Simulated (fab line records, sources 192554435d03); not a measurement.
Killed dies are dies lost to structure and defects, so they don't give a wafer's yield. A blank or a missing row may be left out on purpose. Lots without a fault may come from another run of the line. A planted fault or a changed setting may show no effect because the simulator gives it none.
A struck lot beside a sound one | flow n5_finfet | 28 steps out of a route of 1938
Sound: wafers L894.3, L894.4, L894.5. Struck: wafer L908.4. The cause comes at the end.
At each step with rows: each side's tool, then ch and its chambers, then its first start. Under that, the readings that differ: sound wafers | struck wafers | difference of the means | sigmas: that difference in standard deviations of wafers without a fault.
alike: readings whose means differ by less than 2 such deviations, and words and numbers that are the same on both sides. not compared: withheld readings, readings that some wafer has no value for, bounds like >300 that may hide the same value, and numbers for which the record gives no deviation and whose values overlap.
The two part at a step that has a row with sigmas, a row that says differs or no value, or rows on one side only. Numbers that don't overlap but have no deviation are shown without sigmas and don't part them. A reading that every wafer of one side lacks parts them only if that side has two wafers or more.

first, 7 steps without rows for these wafers: N5_FIN_CUT_COAT_29 (time 60 s, resist thk 10 nm); N5_FIN_CUT_COAT_02 (resist thk 30 nm); N5_FIN_CUT_EBR_04; N5_FIN_CUT_SOFTBAKE_03 (time 60 s); N5_FIN_CUT_EXPOSE_05 (exposes mask FIN CUT); N5_FIN_CUT_PEB_06 (peb time 60 s); N5_FIN_CUT_DEVELOP_07 (develop time 30 s).
N5_FIN_CUT_CD_MEAS_08: target cd 29.1 nm.
  sound on cd_sem-02 ch 0, day 2 03:14; struck on cd_sem-02 ch 0, day 5 14:14
  alike: cd_nm
N5_FIN_CUT_OVL_MEAS_09:
  sound on overlay-02 ch 0, day 2 03:16; struck on overlay-02 ch 0, day 5 14:17
  alike: FIN_CUT_OVL
N5_FIN_CUT_INSPECT_10: inspects for defects (brightfield).
  sound on defect_inspect-02, day 2 03:19; struck on defect_inspect-02, day 5 14:20
  alike: raw_defect_count
N5_FIN_CUT_DESCUM_13: chemistry O2, time 7 s.
  sound on rie_diel-02 ch 1,2, day 2 03:21; struck on rie_diel-02 ch 1, day 5 14:26
  alike: bias_power_w, drypump_motor_current_A, oes_product_au, rf_fwd_power_W, rf_vpp_V, showerhead_plenum_p_Torr, throttle_valve_pct
  not compared: rf_hours_counter_h
then, 1 step without rows for these wafers: N5_FIN_CUT_ETCH_30 (etches underlayer in N2/H2, target depth 13 nm, time 10.4 s).
N5_FIN_CUT_ETCH_20: etches SiARC in CF4, target depth 26 nm, time 43.3 s.
  sound on rie_diel-02 ch 1,2, day 2 03:24; struck on rie_diel-02 ch 1, day 5 14:29
  reading               | sound             | struck | difference | sigmas
  etch_rf_on_time_s (s) | 41.1 45.6 41.4    | 45.8   | +3.1       | +2
  rf_fwd_power_W (W)    | 531.1 535.6 532.8 | 539.0  | +5.8       | +2
  alike: drypump_motor_current_A, oes_product_au, rf_vpp_V, showerhead_plenum_p_Torr, throttle_valve_pct
  not compared: rf_hours_counter_h
then, 3 steps without rows for these wafers: N5_FIN_CUT_ETCH_21 (etches SOC in N2/H2, target depth 219 nm, overetch 43.8 nm, time 523.5 s); N5_FIN_CUT_STRIP_23 (strips in N2/H2); N5_FIN_CUT_STRIP_31 (strips in N2/H2).
N5_FIN_CUT_STRIP_24: strips in CF4.
  sound on rie_diel-02 ch 1,2, day 2 03:46; struck on rie_diel-02 ch 1, day 5 14:52
  alike: bias_power_w, drypump_motor_current_A, oes_product_au, rf_fwd_power_W, rf_vpp_V, showerhead_plenum_p_Torr, throttle_valve_pct
  not compared: rf_hours_counter_h
N5_FIN_CUT_CUT_ETCH_26: etches SiNx in CH3F/O2, target depth 39 nm, time 55.7 s.
  sound on rie_diel-02 ch 1,2, day 2 03:47; struck on rie_diel-02 ch 1, day 5 14:53
  alike: CH3F_flow_sccm, drypump_motor_current_A, oes_product_au, rf_fwd_power_W, rf_vpp_V, showerhead_plenum_p_Torr, throttle_valve_pct
  not compared: rf_hours_counter_h
then, 2 steps without rows for these wafers: N5_FIN_CUT_CUT_ETCH_27 (etches SiO2 in CHF3/O2, target depth 4 nm, overetch 2 nm, time 4.9 s); N5_FIN_CUT_PRECLEAN_35 (cleans in vHF, time 13.3 s).
N5_FIN_CUT_CUT_ETCH_15: etches Si in HBr/Cl2/O2, target depth 100 nm, bt time 10 s, time 42.4 s.
  sound on rie_si-03 ch 0,2, day 2 03:59; struck on rie_si-03 ch 2, day 5 15:05
  alike: drypump_motor_current_A, oes_product_au, throttle_valve_pct
  not compared: rf_fwd_power_W, rf_hours_counter_h
then, 1 step without rows for these wafers: N5_FIN_CUT_CUT_ETCH_28 (etches Si in HBr/Cl2/O2, target depth 6 nm, time 2.4 s).
N5_FIN_CUT_STRIP_22: strips in N2/H2.
  sound on rie_diel-06 ch 1,2, day 2 04:06; struck on rie_diel-02 ch 2, day 5 15:12
  alike: bias_power_w, drypump_motor_current_A, oes_product_au, rf_vpp_V, showerhead_plenum_p_Torr, throttle_valve_pct
  not compared: rf_hours_counter_h
then, 3 steps without rows for these wafers: N5_FIN_CUT_PRECLEAN_36 (cleans in O3/DIW, time 60 s); N5_FIN_CUT_SRD_32 (time 30 s); N5_FIN_CUT_UV_OZONE_34 (time 120 s).
N5_FIN_CUT_INSPECT_17: inspects for defects (brightfield).
  sound on defect_inspect-01, day 2 04:16; struck on defect_inspect-01, day 5 15:22
  reading          | sound       | struck | difference | sigmas
  raw_defect_count | 210 226 172 | 573    | +370       | +5
then, 1 step without rows for these wafers: N5_STI_FIN_REVEAL_ALD_00 (deposits SiO2, target thk 1 nm, pulse time 1 s).

WHERE THEY PART
First at N5_FIN_CUT_ETCH_20; last, within this record, at N5_FIN_CUT_INSPECT_17.

WHY: what the simulator had put in
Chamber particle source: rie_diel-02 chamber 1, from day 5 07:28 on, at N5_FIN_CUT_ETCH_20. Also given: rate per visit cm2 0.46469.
